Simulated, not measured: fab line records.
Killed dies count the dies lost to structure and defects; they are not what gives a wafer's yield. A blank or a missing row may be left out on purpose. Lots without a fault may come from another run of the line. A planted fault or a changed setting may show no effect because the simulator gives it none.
Matching of chambers | flow n5Finfet | 3 sister chambers for N5_BEOL_M0_SAQP_ILD_DEP_01 on pecvd-01
The step deposits SiOC from DEMS/O2, target thk 45.419 nm, time 8.7 s. 3 wafers are shown with their chamber, then 9 later ones without.

== WAFERS PAIRED WITH THEIR CHAMBERS ==
wafer  | chamber | throttleValvePct (%)
L079.2 | 1       | 12.2
L086.4 | 2       | 11.5
L086.5 | 0       | 12.1

== WAFERS WITH NO CHAMBER GIVEN ==
wafer  | throttleValvePct (%)
L088.1 | 12.3
L088.2 | 12.0
L088.5 | 12.0
L090.2 | 11.8
L090.3 | 11.5
L090.4 | 12.3
L093.1 | 12.4
L093.4 | 11.8
L093.5 | 12.0

== WHICH CHAMBER EACH ONE RAN IN ==
wafer  | from the rows above          | in truth
L088.1 | can't be placed: 1 or 0      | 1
L088.2 | can't be placed: 0 or 1      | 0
L088.5 | can't be placed: 0 or 1      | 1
L090.2 | can't be placed: 0 or 2 or 1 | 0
L090.3 | 2                            | 2
L090.4 | can't be placed: 1 or 0      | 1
L093.1 | can't be placed: 1 or 0      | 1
L093.4 | can't be placed: 0 or 2 or 1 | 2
L093.5 | can't be placed: 0 or 1      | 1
Placed correctly: 1 of 9. Unplaceable from these rows: 8, with the true chamber sitting among the candidates in 8. Placed wrongly: 0.
How it was worked out, from the rows above alone: a wafer's distance from a chamber is the root of the sum, over the readings, of the square of ((its reading less the chamber's mean) divided by the reading's scatter). If the next closest chamber is less than 2 further off than the closest, the wafer can't be placed; otherwise it belongs to the closest. For every chamber, the mean is computed from those of its wafers that are shown. The scatter (one wafer shown for each chamber): square how far every hidden wafer sits from the nearest shown wafer, average those squares and take the square root.
